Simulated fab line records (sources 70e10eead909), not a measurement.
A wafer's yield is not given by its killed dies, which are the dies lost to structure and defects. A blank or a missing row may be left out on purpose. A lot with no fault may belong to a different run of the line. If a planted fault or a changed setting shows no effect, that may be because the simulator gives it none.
Chamber matching || flow nandHarc || NHARC_P_STI_ETCH_42 on rieDiel-10: 4 sister chambers
The step etches the open film in N2/H2, target depth 80 nm, overetch 24 nm, time 61 s. 8 wafers are shown with their chamber, then 9 later ones without.

WAFERS, EACH WITH ITS CHAMBER
{"wafer": "L780.5", "chamber": 1, "showerheadPlenumPTorr (Torr)": 2.20, "drypumpMotorCurrentA (A)": 5.60}
{"wafer": "L789.5", "chamber": 3, "showerheadPlenumPTorr (Torr)": 2.04, "drypumpMotorCurrentA (A)": 5.65}
{"wafer": "L789.6", "chamber": 2, "showerheadPlenumPTorr (Torr)": 2.01, "drypumpMotorCurrentA (A)": 5.48}
{"wafer": "L790.4", "chamber": 1, "showerheadPlenumPTorr (Torr)": 2.20, "drypumpMotorCurrentA (A)": 5.59}
{"wafer": "L790.6", "chamber": 0, "showerheadPlenumPTorr (Torr)": 1.96, "drypumpMotorCurrentA (A)": 5.08}
{"wafer": "L792.1", "chamber": 0, "showerheadPlenumPTorr (Torr)": 1.95, "drypumpMotorCurrentA (A)": 5.05}
{"wafer": "L792.4", "chamber": 2, "showerheadPlenumPTorr (Torr)": 2.01, "drypumpMotorCurrentA (A)": 5.48}
{"wafer": "L792.5", "chamber": 3, "showerheadPlenumPTorr (Torr)": 2.04, "drypumpMotorCurrentA (A)": 5.66}

WAFERS MISSING THEIR CHAMBER
{"wafer": "L794.3", "showerheadPlenumPTorr (Torr)": 2.01, "drypumpMotorCurrentA (A)": 5.51}
{"wafer": "L794.4", "showerheadPlenumPTorr (Torr)": 2.04, "drypumpMotorCurrentA (A)": 5.66}
{"wafer": "L794.5", "showerheadPlenumPTorr (Torr)": 2.04, "drypumpMotorCurrentA (A)": 5.67}
{"wafer": "L800.3", "showerheadPlenumPTorr (Torr)": 1.95, "drypumpMotorCurrentA (A)": 5.11}
{"wafer": "L800.5", "showerheadPlenumPTorr (Torr)": 2.01, "drypumpMotorCurrentA (A)": 5.55}
{"wafer": "L800.6", "showerheadPlenumPTorr (Torr)": 2.20, "drypumpMotorCurrentA (A)": 5.62}
{"wafer": "L801.3", "showerheadPlenumPTorr (Torr)": 1.95, "drypumpMotorCurrentA (A)": 5.06}
{"wafer": "L801.4", "showerheadPlenumPTorr (Torr)": 2.20, "drypumpMotorCurrentA (A)": 5.61}
{"wafer": "L801.6", "showerheadPlenumPTorr (Torr)": 2.04, "drypumpMotorCurrentA (A)": 5.66}

WHICH CHAMBER EACH ONE RAN IN
{"wafer": "L794.3", "from the rows above": 2, "in truth": 2}
{"wafer": "L794.4", "from the rows above": 3, "in truth": 3}
{"wafer": "L794.5", "from the rows above": 3, "in truth": 3}
{"wafer": "L800.3", "from the rows above": 0, "in truth": 0}
{"wafer": "L800.5", "from the rows above": 2, "in truth": 2}
{"wafer": "L800.6", "from the rows above": 1, "in truth": 1}
{"wafer": "L801.3", "from the rows above": 0, "in truth": 0}
{"wafer": "L801.4", "from the rows above": 1, "in truth": 1}
{"wafer": "L801.6", "from the rows above": 3, "in truth": 3}
Placed correctly: 9 of 9. Left unplaced by these rows: 0. Number placed wrongly: 0.
How it was worked out, from the rows above alone: a wafer's distance from a chamber is the root of the sum, over the readings, of the square of ((its reading less the chamber's mean) divided by the reading's scatter). The wafer belongs to the nearest chamber; if the next one is less than 2 further off, it can't be placed. Each chamber's mean is taken over the wafers shown for it. The scatter: take each reading less its chamber's mean, square it, sum over the shown wafers, divide by the number of wafers less the number of chambers, and take the root.
